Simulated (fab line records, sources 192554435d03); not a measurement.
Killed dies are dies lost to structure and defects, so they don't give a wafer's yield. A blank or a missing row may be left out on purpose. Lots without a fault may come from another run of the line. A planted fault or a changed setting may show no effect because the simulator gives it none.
A struck lot beside a sound one | flow n5_finfet | 13 steps out of a route of 1938
Sound: wafers L816.3, L816.5, L816.6. Struck: wafers L812.2, L812.3, L812.5. The cause comes at the end.
At each step with rows: each side's tool, then ch and its chambers, then its first start. Under that, the readings that differ: sound wafers | struck wafers | difference of the means | sigmas: that difference in standard deviations of wafers without a fault.
alike: readings whose means differ by less than 2 such deviations, and words and numbers that are the same on both sides. not compared: withheld readings, readings that some wafer has no value for, bounds like >300 that may hide the same value, and numbers for which the record gives no deviation and whose values overlap.
The two part at a step that has a row with sigmas, a row that says differs or no value, or rows on one side only. Numbers that don't overlap but have no deviation are shown without sigmas and don't part them. A reading that every wafer of one side lacks parts them only if that side has two wafers or more.

N5_GATE_CUT_PECVD_57: deposits SiNx from SiH4/NH3/N2, target thk 21 nm.
  sound on pecvd-02 ch 0,1, day 9 22:29; struck on pecvd-02 ch 0,1, day 8 23:35
  alike: heater_power_outer_w, heater_power_w, showerhead_plenum_p_Torr, throttle_valve_pct
  not compared: since_wet_clean_h
N5_GATE_CUT_CMP_02: polishes, stops on SiO2, t overpolish 12.7 s, target thk 0 nm.
  sound on cmp-04 ch 2,3, day 9 22:34; struck on cmp-02 ch 1,2, day 8 23:41
  reading             | sound        | struck        | difference | sigmas
  motor_current_A (A) | 7.8 8.0 10.0 | 8.6 11.5 11.6 | +2.0       | +2
  alike: edge_zone_pressure_frac, overpolish_run_s, time_to_endpoint_s
N5_GATE_CUT_HM_DEP_46: deposits SiO2 from TEOS/O2, target thk 130 nm, time 26.6 s.
  sound on pecvd-03 ch 0,2, day 9 22:54; struck on pecvd-03 ch 0,1,2, day 8 23:59
  alike: heater_power_outer_w, heater_power_w, showerhead_plenum_p_Torr, throttle_valve_pct
  not compared: since_wet_clean_h
then, 8 steps without rows for these wafers: N5_GATE_CUT_COAT_34 (time 60 s, resist thk 60 nm); N5_GATE_CUT_COAT_35 (time 60 s, resist thk 10 nm); N5_GATE_CUT_COAT_27 (time 60 s, resist thk 10 nm); N5_GATE_CUT_COAT_07 (resist thk 30 nm); N5_GATE_CUT_EBR_09; N5_GATE_CUT_SOFTBAKE_08 (time 60 s); N5_GATE_CUT_EXPOSE_10 (exposes mask GATE CUT, target cd 20 nm); N5_GATE_CUT_PEB_11 (peb time 60 s).
N5_GATE_CUT_DEVELOP_12: develop time 30 s.
  sound on litho_track-03 ch 0, day 9 23:18; struck on litho_track-04, day 9 00:16
  no value came back on the struck wafers for chill_plate_temp_C (C), develop_time_s (s); on the sound wafers chill_plate_temp_C (C) reads 22.98 23.05 22.96
  reading                                       | sound          | struck   | difference | sigmas
  model.CAR-EUV_of_GATE_CUT_COAT_07.thk_nm (nm) | 29.4 29.2 29.4 | 30 30 30 | +1         |
N5_GATE_CUT_CD_MEAS_13: target cd 20 nm.
  sound on cd_sem-03 ch 0, day 9 23:22; struck on cd_sem-02 ch 0, day 9 00:19
  reading    | sound             | struck | difference                    | sigmas
  cd_nm (nm) | 20.33 20.17 20.04 | - - -  | no value on the struck wafers |

WHERE THEY PART
First at N5_GATE_CUT_CMP_02; last, within this record, at N5_GATE_CUT_CD_MEAS_13.

WHY: what the simulator had put in
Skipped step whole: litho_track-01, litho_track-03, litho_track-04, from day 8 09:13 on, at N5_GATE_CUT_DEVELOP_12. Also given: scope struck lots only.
